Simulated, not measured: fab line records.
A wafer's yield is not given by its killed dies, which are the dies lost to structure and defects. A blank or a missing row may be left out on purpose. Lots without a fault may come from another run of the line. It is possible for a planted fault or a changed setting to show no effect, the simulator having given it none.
Struck lot and sound lot, side by side | flow n5_finfet | 14 out of 1938 route steps
Sound: wafers L389.1, L389.3, L389.6. Struck: wafer L398.3 (L398.2, L398.6, from the same lot, were not struck and are left out); the cause is given at the end.
For every step that has rows: the tool of each side, followed by ch and its chambers, followed by its first start. Under that, the readings that differ: sound wafers | struck wafers | difference of the means | sigmas: that difference in standard deviations of wafers without a fault.
alike: same words and numbers on both sides, and readings whose means sit less than 2 such deviations apart. not compared: any withheld reading, any reading some wafer has no value for, any bound like >300 that may hide the same value, and any number with overlapping values for which the record gives no deviation.
A row with sigmas, a row that says differs or no value, or rows on one side alone: a step with any of these is where the two part. Non-overlapping numbers with no deviation appear without sigmas and do not part them. A reading that every wafer of one side lacks parts them only if that side has two wafers or more.

first, 5 steps without rows for these wafers: N5_BEOL_M10_EBR_24; N5_BEOL_M10_SOFTBAKE_23 (time 60 s); N5_BEOL_M10_EXPOSE_25 (exposes mask V9); N5_BEOL_M10_PEB_26 (peb time 60 s); N5_BEOL_M10_DEVELOP_27 (develop time 30 s).
N5_BEOL_M10_CD_MEAS_28: target cd 70 nm.
  sound on cd_sem-03 ch 0, day 10 11:25; struck on cd_sem-02 ch 0, day 12 19:32
  alike: cd_nm
N5_BEOL_M10_OVL_MEAS_29:
  sound on overlay-02 ch 0, day 10 11:27; struck on overlay-01 ch 0, day 12 19:34
  alike: V9_OVL
N5_BEOL_M10_INSPECT_30: inspects for defects (brightfield).
  sound on defect_inspect-01 at day 10 11:29; struck on defect_inspect-02 at day 12 19:35
  alike: raw_defect_count
N5_BEOL_M10_DESCUM_33: chemistry O2, time 7.9 s.
  sound on rie_diel-02 ch 0,3, day 10 11:31; struck on rie_diel-02 ch 0, day 12 19:58
  alike: bias_power_w, drypump_motor_current_A, o2_flow_sccm, oes_product_au, rf_vpp_V, showerhead_plenum_p_Torr, throttle_valve_pct
  not compared: rf_hours_counter_h
N5_BEOL_M10_ETCH_65: etches SiARC in CF4, target depth 39 nm, time 65 s.
  sound on rie_diel-02 ch 0,3, day 10 11:33; struck on rie_diel-02 ch 0, day 12 20:01
  alike: bias_w, drypump_motor_current_A, etch_rf_on_time_s, oes_product_au, rf_vpp_V, showerhead_plenum_p_Torr, throttle_valve_pct
  not compared: rf_hours_counter_h
N5_BEOL_M10_ETCH_66: etches SOC in N2/H2, target depth 120 nm, overetch 24 nm, time 180 s.
  sound on rie_diel-02 ch 0,3, day 10 11:36; struck on rie_diel-02 ch 0, day 12 20:04
  alike: bias_w, drypump_motor_current_A, n2_flow_sccm, oes_product_au, rf_vpp_V, run_length_s, showerhead_plenum_p_Torr, throttle_valve_pct
  not compared: rf_hours_counter_h
then, 1 step without rows for these wafers: N5_BEOL_M10_STRIP_69 (strips in N2/H2).
N5_BEOL_M10_VIA_ETCH_34: etches SiCOH lowk in C4F6/O2, target depth 184.5 nm, time 69.2 s.
  sound on rie_diel-02 ch 0,3, day 10 11:43; struck on rie_diel-02 ch 0, day 12 20:11
  reading                                   | sound             | struck | difference | sigmas
  run_length_s (s)                          | 92.0 92.4 92.8    | 109.8  | +17.4      | +48
  model.etch.depth_nm (nm)                  | 185.1 178.8 178.4 | 228.2  | +47.4      |
  model.SOC_of_BEOL_M10_COAT_63.thk_nm (nm) | 92.4 92.4 92.4    | 89.6   | -2.8       |
  alike: bias_w, drypump_motor_current_A, oes_product_au, rf_vpp_V, showerhead_plenum_p_Torr, throttle_valve_pct
  not compared: rf_hours_counter_h
then, 1 step without rows for these wafers: N5_BEOL_M10_STRIP_73 (strips in C4F6/O2).

## WHERE THEY PART
Only at N5_BEOL_M10_VIA_ETCH_34, within this record.

WHY: whatever the simulator had introduced
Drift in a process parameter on rie_diel-02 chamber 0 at N5_BEOL_M10_VIA_ETCH_34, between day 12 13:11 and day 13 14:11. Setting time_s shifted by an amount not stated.
